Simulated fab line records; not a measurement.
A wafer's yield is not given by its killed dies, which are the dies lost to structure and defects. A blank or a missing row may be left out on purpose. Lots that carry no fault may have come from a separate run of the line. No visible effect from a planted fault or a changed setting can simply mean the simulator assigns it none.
A struck lot beside a sound one + flow n5-finfet + 16 out of 1938 route steps
Sound: the wafers L192.1, L192.2, L192.5. The struck wafers were L203.2, L203.5, L203.6. The cause is given at the end.
At each step with rows: each side's tool, then ch and its chambers, then its first start. Under that, the readings that differ: sound wafers + struck wafers + difference of the means + sigmas: that difference in standard deviations of wafers without a fault.
alike: same words and numbers on both sides, and readings whose means sit less than 2 such deviations apart. not compared: any withheld reading, any reading some wafer has no value for, any bound like >300 that may hide the same value, and any number with overlapping values for which the record gives no deviation.
A row with sigmas, a row that says differs or no value, or rows on one side alone: a step with any of these is where the two part. Numbers that don't overlap but have no deviation are shown without sigmas and don't part them. A reading missing from all wafers of one side parts the sides only when that side holds two or more wafers.

first, 8 steps without rows for these wafers: N5_BEOL_M3_COAT_68 (time 60 s, resist thk 12 nm); N5_BEOL_M3_COAT_76 (time 60 s, resist thk 5 nm); N5_BEOL_M3_COAT_22 (resist thk 30 nm); N5_BEOL_M3_EBR_24; N5_BEOL_M3_SOFTBAKE_23 (time 60 s); N5_BEOL_M3_EXPOSE_25 (exposes mask V2, defocus 5 nm); N5_BEOL_M3_PEB_26 (peb time 60 s); N5_BEOL_M3_DEVELOP_27 (develop time 30 s).
N5_BEOL_M3_CD_MEAS_28: target cd 25.7 nm, target cd y 23.3 nm.
  sound on cd-sem-02 ch 0, day 8 15:34; struck on cd-sem-01 ch 0, day 12 02:30
  alike: cd-nm
N5_BEOL_M3_OVL_MEAS_29:
  sound on overlay-02 ch 0, day 8 15:35; struck on overlay-01 ch 0, day 12 02:32
  alike: V2_OVL
N5_BEOL_M3_INSPECT_30: inspects for defects (brightfield).
  sound on defect-inspect-02, day 8 15:39; struck on defect-inspect-01, day 12 02:35
  alike: raw-defect-count
N5_BEOL_M3_DESCUM_33: chemistry O2, time 7 s.
  sound on rie-diel-03 ch 0,2, day 8 15:41; struck on rie-diel-06 ch 0,1,2, day 12 02:38
  alike: drypump-motor-current-A, oes-product-au, rf-vpp-V, showerhead-plenum-p-Torr, throttle-valve-pct
  not compared: rf-hours-counter-h
N5_BEOL_M3_ETCH_77: etches underlayer in N2/H2, target depth 6.5 nm, time 5.2 s.
  sound on rie-diel-03 ch 0,2, day 8 15:43; struck on rie-diel-06 ch 0,1,2, day 12 02:40
| reading                     | sound             | struck            | difference | sigmas |
|-----------------------------|-------------------|-------------------|------------|--------|
| drypump-motor-current-A (A) | 6.4 6.1 6.1       | 5.6 5.6 5.4       | -0.7       | -2     |
| h2-flow-sccm (sccm)         | 199.3 201.4 200.9 | 219.9 219.8 221.2 | +19.8      | +32    |
| throttle-valve-pct (%)      | 17.59 17.82 17.80 | 18.39 18.69 18.55 | +0.81      | +4     |
  alike: etch-rf-on-time-s, oes-product-au, rf-vpp-V, showerhead-plenum-p-Torr
  not compared: rf-hours-counter-h
N5_BEOL_M3_ETCH_69: etches SiARC in CF4, target depth 15.6 nm, time 26 s.
  sound on rie-diel-03 ch 0,2, day 8 15:44; struck on rie-diel-06 ch 0,1,2, day 12 02:41
| reading                     | sound       | struck      | difference | sigmas |
|-----------------------------|-------------|-------------|------------|--------|
| drypump-motor-current-A (A) | 6.4 6.1 6.0 | 5.6 5.6 5.4 | -0.6       | -2     |
  alike: etch-rf-on-time-s, oes-product-au, rf-vpp-V, showerhead-plenum-p-Torr, throttle-valve-pct
  not compared: rf-hours-counter-h
N5_BEOL_M4_RC_MEAS_101:
  sound on prober-02 ch 0, day 9 21:23; struck on prober-02 ch 0, day 13 05:37
  alike: DIBL_N, DIBL_P, IOFF_N, IOFF_P, ION_N, ION_P, SS_N, SS_P, VT_N, VT_P
-- here the record skips 7 days between the struck wafers' starts before and after, leaving off in module BEOL_M4 and picking up in module PASSIVATION (first step shown: number 1936 of the route) --
N5_PASSIVATION_PROBE_49:
  sound on prober-02, day 14 08:10; struck on prober-02, day 20 08:26
  alike: defect-limited-yield, killed_at_M0_to_M3, killed_at_M4_up, killed-at-contacts, killed-at-front-end, killed-at-other, killed-dies, killed-open, killed-short, sort_bin_5_function, sort_bin_6_memory, sort_bin_8_speed, sort-n-pass, sort-yield-pct

WHERE THEY PART
First at N5_BEOL_M3_ETCH_77; last, within this record, at N5_BEOL_M3_ETCH_69. Later steps at which nothing parts them and some readings are alike: N5_BEOL_M4_RC_MEAS_101, N5_PASSIVATION_PROBE_49.

WHY: whatever the simulator had introduced
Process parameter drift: rie-diel-06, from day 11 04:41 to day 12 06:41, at N5_BEOL_M3_ETCH_77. A move of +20 in setting h2-flow-sccm, from 200. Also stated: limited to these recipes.
